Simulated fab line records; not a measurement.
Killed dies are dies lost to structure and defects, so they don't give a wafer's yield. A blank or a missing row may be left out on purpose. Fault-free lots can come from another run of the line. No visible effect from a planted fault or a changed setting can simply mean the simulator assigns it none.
Lot-split experiment / flow n5_finfet / 21 wafers read from 7 lots, route of 1938 steps

== ON THE SPLIT ==
At N5_BEOL_M4_DESCUM_33 (chemistry O2, time 7 s), the setting time_s was moved away from the recipe's 7 s on 4 of the 21 wafers read, by -21.0% to +21.8%. This setting was run at the recipe's value on the other wafers.

== FROM THE SPLIT TO THE READING: what the file shows between them, 1 step ==
- N5_BEOL_M4_ETCH_77: etches underlayer in N2/H2, target depth 6.5 nm, time 5.2 s

== THE READING ==
CAR-EUV_of_BEOL_M4_COAT_22.thk_nm (the simulator's own value, which no gauge read), in nm, at N5_BEOL_M4_ETCH_69 (etches SiARC in CF4, target depth 15.6 nm, time 26 s). No usual value for it is given in the file. Average 11.1 nm, standard deviation 0.22 nm, over the 17 wafers here run with the recipe.

wafer=L083.1; tool, chamber at the split=rie_diel-04, 0,3; time_s as run, s=7; against the recipe=recipe; CAR-EUV_of_BEOL_M4_COAT_22.thk_nm, nm=11; against lot-mates on the recipe=-
wafer=L083.3; tool, chamber at the split=rie_diel-04, 0,3; time_s as run, s=7; against the recipe=recipe; CAR-EUV_of_BEOL_M4_COAT_22.thk_nm, nm=11.4; against lot-mates on the recipe=-
wafer=L083.6; tool, chamber at the split=rie_diel-04, 1; time_s as run, s=7; against the recipe=recipe; CAR-EUV_of_BEOL_M4_COAT_22.thk_nm, nm=11.4; against lot-mates on the recipe=-
wafer=L085.1; tool, chamber at the split=rie_diel-02, 2; time_s as run, s=7; against the recipe=recipe; CAR-EUV_of_BEOL_M4_COAT_22.thk_nm, nm=11.4; against lot-mates on the recipe=-
wafer=L085.5; tool, chamber at the split=rie_diel-02, 1,2; time_s as run, s=8.526; against the recipe=+21.8%; CAR-EUV_of_BEOL_M4_COAT_22.thk_nm, nm=10.6; against lot-mates on the recipe=-0.8
wafer=L085.6; tool, chamber at the split=rie_diel-02, 1,2; time_s as run, s=8.526; against the recipe=+21.8%; CAR-EUV_of_BEOL_M4_COAT_22.thk_nm, nm=10.4; against lot-mates on the recipe=-1.0
wafer=L086.2; tool, chamber at the split=rie_diel-04, 1,2; time_s as run, s=7; against the recipe=recipe; CAR-EUV_of_BEOL_M4_COAT_22.thk_nm, nm=11; against lot-mates on the recipe=-
wafer=L086.6; tool, chamber at the split=rie_diel-04, 1,2; time_s as run, s=7; against the recipe=recipe; CAR-EUV_of_BEOL_M4_COAT_22.thk_nm, nm=11; against lot-mates on the recipe=-
wafer=L086.4; tool, chamber at the split=rie_diel-04, 1; time_s as run, s=7; against the recipe=recipe; CAR-EUV_of_BEOL_M4_COAT_22.thk_nm, nm=11.4; against lot-mates on the recipe=-
wafer=L089.1; tool, chamber at the split=rie_diel-05, 2,1,2; time_s as run, s=7; against the recipe=recipe; CAR-EUV_of_BEOL_M4_COAT_22.thk_nm, nm=10.8; against lot-mates on the recipe=-
wafer=L089.3; tool, chamber at the split=rie_diel-05, 2,1,2; time_s as run, s=7; against the recipe=recipe; CAR-EUV_of_BEOL_M4_COAT_22.thk_nm, nm=11; against lot-mates on the recipe=-
wafer=L089.5; tool, chamber at the split=rie_diel-05, 2,1,2; time_s as run, s=7; against the recipe=recipe; CAR-EUV_of_BEOL_M4_COAT_22.thk_nm, nm=11; against lot-mates on the recipe=-
wafer=L093.1; tool, chamber at the split=rie_diel-05, 0,3; time_s as run, s=7; against the recipe=recipe; CAR-EUV_of_BEOL_M4_COAT_22.thk_nm, nm=11.2; against lot-mates on the recipe=-
wafer=L093.4; tool, chamber at the split=rie_diel-05, 0,3; time_s as run, s=7; against the recipe=recipe; CAR-EUV_of_BEOL_M4_COAT_22.thk_nm, nm=11; against lot-mates on the recipe=-
wafer=L093.6; tool, chamber at the split=rie_diel-05, 0; time_s as run, s=7; against the recipe=recipe; CAR-EUV_of_BEOL_M4_COAT_22.thk_nm, nm=11; against lot-mates on the recipe=-
wafer=L079.1; tool, chamber at the split=rie_diel-05, 1,2; time_s as run, s=7; against the recipe=recipe; CAR-EUV_of_BEOL_M4_COAT_22.thk_nm, nm=11; against lot-mates on the recipe=-
wafer=L079.2; tool, chamber at the split=rie_diel-05, 0; time_s as run, s=7.791; against the recipe=+11.3%; CAR-EUV_of_BEOL_M4_COAT_22.thk_nm, nm=10.2; against lot-mates on the recipe=-0.6
wafer=L079.3; tool, chamber at the split=rie_diel-05, 1,2; time_s as run, s=7; against the recipe=recipe; CAR-EUV_of_BEOL_M4_COAT_22.thk_nm, nm=10.6; against lot-mates on the recipe=-
wafer=L096.1; tool, chamber at the split=rie_diel-02, 0,3; time_s as run, s=7; against the recipe=recipe; CAR-EUV_of_BEOL_M4_COAT_22.thk_nm, nm=11.2; against lot-mates on the recipe=-
wafer=L096.3; tool, chamber at the split=rie_diel-02, 0,3; time_s as run, s=7; against the recipe=recipe; CAR-EUV_of_BEOL_M4_COAT_22.thk_nm, nm=11.2; against lot-mates on the recipe=-
wafer=L096.5; tool, chamber at the split=rie_diel-02, 2; time_s as run, s=5.528; against the recipe=-21.0%; CAR-EUV_of_BEOL_M4_COAT_22.thk_nm, nm=12; against lot-mates on the recipe=+0.8
Where a row lists several chambers, the file gives one row for several wafers and doesn't say which wafer went through which chamber.

FIT RESULTS
A straight line over all 21 wafers: CAR-EUV_of_BEOL_M4_COAT_22.thk_nm changes by -0.0363 nm for each +1% of time_s; r = -0.79; the points scatter about the line by 0.25 nm.
The same after taking each lot's own level away (the mean of its wafers on the recipe; 21 wafers): -0.0411 nm for each +1%; r = -0.93; scatter 0.14 nm.
According to that fit, moving time_s by its largest amount changes the reading by 0.9 nm.
From 10.80 to 11.40 nm: that is the span of the lots' own levels, equal to 2.7 times the standard deviation above.
So the lot-to-lot level blurs the effect unless lot-mates are compared.
Check: for one of the wafers moved furthest among these (+21.8%), held out of the fit, the line's prediction against its lot-mates is -0.957 nm. Against them it came out at -0.8 nm.

== ADDITIONAL SPLITS CARRIED BY THESE WAFERS ==
These wafers also went through other splits before the reading. Each is held against what the fit with the lots' levels taken away leaves over:
other split on the same wafers=N5_BEOL_M2_EXPOSE_08 dose_mj; wafers away from the commonest value=4; r with CAR-EUV_of_BEOL_M4_COAT_22.thk_nm (lot level and that fit taken away)=-0.02
other split on the same wafers=N5_BEOL_M3_DESCUM_33 time_s; wafers away from the commonest value=7; r with CAR-EUV_of_BEOL_M4_COAT_22.thk_nm (lot level and that fit taken away)=+0.07
other split on the same wafers=N5_BEOL_M4_DESCUM_16 time_s; wafers away from the commonest value=3; r with CAR-EUV_of_BEOL_M4_COAT_22.thk_nm (lot level and that fit taken away)=-0.09
other split on the same wafers=N5_BEOL_M4_COAT_76 spin_rpm; wafers away from the commonest value=13; r with CAR-EUV_of_BEOL_M4_COAT_22.thk_nm (lot level and that fit taken away)=+0.51

== THE WHOLE CHAIN: every reading that the file lists as answering this split, in the file's order ==
step=N5_BEOL_M4_DESCUM_33; what it does=chemistry O2, time 7 s; reading=CAR-EUV_of_BEOL_M4_COAT_22.thk_nm (the simulator's own value, which no gauge read); change (the file's fit)=-0.0331 nm for each +1% of the setting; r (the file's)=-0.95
step=N5_BEOL_M4_ETCH_77; what it does=etches underlayer in N2/H2, target depth 6.5 nm, time 5.2 s; reading=CAR-EUV_of_BEOL_M4_COAT_22.thk_nm (the simulator's own value, which no gauge read); change (the file's fit)=-0.0393 nm for each +1% of the setting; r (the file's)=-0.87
step=N5_BEOL_M4_ETCH_69; what it does=etches SiARC in CF4, target depth 15.6 nm, time 26 s; reading=CAR-EUV_of_BEOL_M4_COAT_22.thk_nm (the simulator's own value, which no gauge read); change (the file's fit)=-0.0414 nm for each +1% of the setting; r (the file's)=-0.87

== FILE'S OWN FIT ==
CAR-EUV_of_BEOL_M4_COAT_22.thk_nm changes by -0.0414 nm for each +1% of time_s, r = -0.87.
